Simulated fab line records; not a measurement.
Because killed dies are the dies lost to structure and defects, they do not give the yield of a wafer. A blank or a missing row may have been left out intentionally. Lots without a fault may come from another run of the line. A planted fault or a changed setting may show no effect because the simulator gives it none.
A single fault, viewed from 3 desks    flow nand_harc    what lay behind the numbers comes last; until then each desk has only its own

== AT THE METROLOGY DESK ==
Means of the sampled wafers that have a number, per lot and without regard to the tool the lot ran on: this is what the gauges read. A lot is out of limits, marked OUT, if its mean lies more than 4 standard deviations from the usual mean; the brackets give that distance.
Columns: A = cd_nm at NHARC_P_M0_CD_MEAS_16, usual 89.9 nm; B = thk_nm at NHARC_P_M0_THK_MEAS_24, usual 117.6 nm; C = cd_nm at NHARC_P_M1_CD_MEAS_09, usual 130.1 nm; D = overlay_x_nm at NHARC_P_M1_OVL_MEAS_10, usual -0.1 nm; E = overlay_y_nm at NHARC_P_M1_OVL_MEAS_10, usual 0.0 nm
lot   first seen here  A     B      C      D     E
L943  day 6 18:55      90.5  118.4  129.8  1.2   -0.2
L947  day 7 21:46      91.0  117.0  130.6  0.7   -0.5
L958  day 10 23:06     88.9  117.5  129.9  0.4   1.2
L959  day 10 23:34     89.9  117.6  130.5  -0.8  -0.4
L960  day 11 08:05     90.0  117.6  130.5  -0.7  -1.5
L961  day 11 12:39     90.2  117.7  130.7  0.3   -0.7
This desk's verdict: no lot among the 6 shows anything out of limits.

== FOR THE TOOL OWNER'S DESK: cmp-03 ==
The tool's own readings at NHARC_P_M0_CMP_23 (polishes, t overpolish 20 s, target thk 117.53 nm): means of the sampled wafers that have a number, for each lot that ran on this tool. A lot is out of limits, marked OUT, if its mean lies more than 4 standard deviations from the usual mean; the brackets give that distance.
Columns: A = motor_current_A at NHARC_P_M0_CMP_23, usual 12.3 A; B = retaining_ring_pressure_frac at NHARC_P_M0_CMP_23, usual 1.000; C = time_to_endpoint_s at NHARC_P_M0_CMP_23, usual 28.8 s
lot   first seen here  A     B      C
L943  day 6 20:41      13.6  1.002  32.6
L959  day 11 01:16     13.4  1.003  30.0
L961  day 11 14:35     13.2  0.999  28.5
This desk's verdict: no lot among the 3 shows anything out of limits.

== THE DEFECT DESK ==
For each lot, the counts of the inspections along the route, averaged over the sampled wafers that have a number. A lot is out of limits, marked OUT, if its mean lies more than 4 standard deviations from the usual mean; the brackets give that distance.
Columns: A = raw_defect_count at NHARC_P_M0_INSPECT_27, usual 291; B = raw_defect_count at NHARC_P_M1_INSPECT_11, usual 4.2
lot   first seen here  A    B
L943  day 6 21:07      423  3.0
L947  day 7 23:58      173  2.0
L958  day 11 01:19     347  4.7
L959  day 11 01:44     401  144.0 (+54) OUT
L960  day 11 10:16     326  2.7
L961  day 11 15:01     339  148.3 (+55) OUT
Finding of this desk: L959, L961 out of limits; the first was L959 at day 11 03:29, on raw_defect_count at NHARC_P_M1_INSPECT_11. L943, L947, L958, L960 stayed within limits.

== PUT TOGETHER ==
The defect desk could have raised an alarm at day 11 03:29, on L959, L961.
From the metrology desk's view, nothing was out of limits.
Nothing out of limits was seen by the tool owner's desk.
The metrology desk has L959, L961 on record, within its limits.
On record at the tool owner's desk: L959, L961, within its limits.
Every lot named ran NHARC_P_M0_CMP_23 on cmp-03.

== WHAT THE SIMULATOR HAD PUT IN ==
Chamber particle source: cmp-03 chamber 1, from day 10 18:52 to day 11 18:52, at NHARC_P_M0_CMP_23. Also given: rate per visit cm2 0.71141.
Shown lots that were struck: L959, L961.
Hours from the fault's start to each desk's first reading out of limits: the defect desk, 9.
